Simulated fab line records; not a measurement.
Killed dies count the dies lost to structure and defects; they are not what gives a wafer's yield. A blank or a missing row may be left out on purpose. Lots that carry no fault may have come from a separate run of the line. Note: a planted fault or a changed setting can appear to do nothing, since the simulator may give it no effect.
2 desks looking at one fault / flow nand harc / only its own numbers are on each desk; what lay behind them is given at the end

FOR THE TOOL OWNER'S DESK: pecvd onon-03
The tool's own readings at NHARC_A_ONON_D1_DEP_03 (target thk 1000 nm): means of the sampled wafers that have a number, for each lot that ran on this tool. Any lot whose mean is over 4 standard deviations away from the usual mean is out of limits and marked OUT; that distance is given in the brackets.
Columns: A = n2o flow sccm at NHARC_A_ONON_D1_DEP_03, usual 2001 sccm
lot=L820; first seen here=day 12 08:05; A=2011
lot=L821; first seen here=day 12 15:36; A=1999
lot=L823; first seen here=day 13 02:15; A=1998
lot=L824; first seen here=day 13 21:44; A=2002
lot=L825; first seen here=day 14 08:05; A=2005
lot=L827; first seen here=day 15 02:50; A=2000
lot=L830; first seen here=day 15 22:38; A=1998
This desk's finding: nothing out of limits on any of the 7 lots.

AT THE METROLOGY DESK
Lot by lot, what the gauges showed, no matter which tool ran the lot: averages of those sampled wafers that carry a number. Any lot whose mean is over 4 standard deviations away from the usual mean is out of limits and marked OUT; that distance is given in the brackets.
Columns: A = thk nm at NHARC_A_SOURCE_PLATE_THK_MEAS_06, usual 200.3 nm; B = thk nm at NHARC_A_ONON_D1_THK_MEAS_02, usual 999 nm; C = thk nm at NHARC_A_ONON_D1_THK_MEAS_05, usual 1000 nm
lot=L810; first seen here=day 7 16:21; A=203.4; B=1000; C=1022
lot=L811; first seen here=day 8 06:53; A=199.1; B=994; C=993
lot=L812; first seen here=day 8 06:53; A=202.8; B=998; C=996
lot=L813; first seen here=day 8 22:25; A=200.0; B=1007; C=1001
lot=L816; first seen here=day 10 07:28; A=198.8; B=1009; C=998
lot=L819; first seen here=day 11 14:48; A=203.0; B=1001; C=991
lot=L820; first seen here=day 12 07:14; A=199.1; B=988; C=993
lot=L821; first seen here=day 12 14:47; A=200.9; B=1015; C=997
lot=L822; first seen here=day 12 14:47; A=198.4; B=999; C=998
lot=L823; first seen here=day 13 01:26; A=198.7; B=1007; C=1010
lot=L824; first seen here=day 13 21:02; A=199.4; B=1003; C=995
lot=L825; first seen here=day 14 07:22; A=198.9; B=986; C=1003
lot=L827; first seen here=day 15 01:59; A=199.9; B=987; C=1492 (+66) OUT
lot=L830; first seen here=day 15 21:53; A=198.7; B=999; C=1502 (+67) OUT
Finding of this desk: L827, L830 out of limits; the first was L827 at day 15 03:14, on thk nm at NHARC_A_ONON_D1_THK_MEAS_05. L810, L811, L812, L813, L816, L819, L820, L821, L822, L823, L824, L825 stayed within limits.

BROUGHT TOGETHER
On L827, L830, the metrology desk was in a position to raise an alarm at day 15 03:14.
Nothing out of limits was seen by the tool owner's desk.
On record at the tool owner's desk: L827, L830, within its limits.
Every lot named ran NHARC_A_ONON_D1_DEP_03 on pecvd onon-03.

WHAT THE SIMULATOR HAD PUT IN
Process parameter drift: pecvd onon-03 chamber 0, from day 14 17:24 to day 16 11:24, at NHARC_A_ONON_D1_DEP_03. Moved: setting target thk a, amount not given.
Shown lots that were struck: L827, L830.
Hours from the fault's start to each desk's first reading out of limits: the metrology desk, 10.
